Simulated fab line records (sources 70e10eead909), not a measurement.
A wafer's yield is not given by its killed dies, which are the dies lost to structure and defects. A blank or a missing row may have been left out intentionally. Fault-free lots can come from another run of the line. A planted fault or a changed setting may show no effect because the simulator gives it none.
Chamber matching | flow nandHarc | NHARC_A_STAIRCASE_TRIM_220 on rieDiel-11: 4 sister chambers
The step chemistry O2, time 211.2 s. 8 wafers are shown with their chamber, then 8 later ones without.

## WAFERS WITH THEIR CHAMBER
wafer  | chamber | showerheadPlenumPTorr (Torr) | oesProductAu (a.u.)
L076.2 | 0       | 3.28                         | 0.997
L076.4 | 1       | 3.41                         | 0.988
L077.2 | 0       | 3.28                         | 1.002
L077.4 | 1       | 3.41                         | 0.996
L077.6 | 3       | 3.75                         | 1.004
L090.2 | 3       | 3.73                         | 0.994
L090.6 | 2       | 3.70                         | 0.997
L092.1 | 2       | 3.70                         | 0.999

## WAFERS MISSING THEIR CHAMBER
wafer  | showerheadPlenumPTorr (Torr) | oesProductAu (a.u.)
L092.2 | 3.38                         | 1.003
L092.6 | 3.38                         | 1.005
L093.2 | 3.72                         | 0.997
L093.3 | 3.69                         | 1.002
L093.4 | 3.69                         | 0.996
L097.2 | 3.69                         | 1.002
L097.5 | 3.71                         | 1.000
L097.6 | 3.69                         | 1.005

## EACH ONE'S CHAMBER
wafer  | from the rows above     | in truth
L092.2 | 1                       | 1
L092.6 | 1                       | 1
L093.2 | can't be placed: 2 or 3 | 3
L093.3 | 2                       | 2
L093.4 | 2                       | 2
L097.2 | 2                       | 2
L097.5 | 2                       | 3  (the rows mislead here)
L097.6 | 2                       | 2
Placed correctly: 6 of 8. These rows do not allow placing 1 (true chamber among the candidates in 1). 1 placed wrongly.
How it was worked out, from the rows above alone: a wafer's distance from a chamber is the root of the sum, over the readings, of the square of ((its reading less the chamber's mean) divided by the reading's scatter). If the next closest chamber is less than 2 further off than the closest, the wafer can't be placed; otherwise it belongs to the closest. A chamber's mean is the mean of its shown wafers. The scatter is the square root of a quotient: the sum, over the shown wafers, of each reading's squared deviation from its chamber's mean, divided by wafers minus chambers.
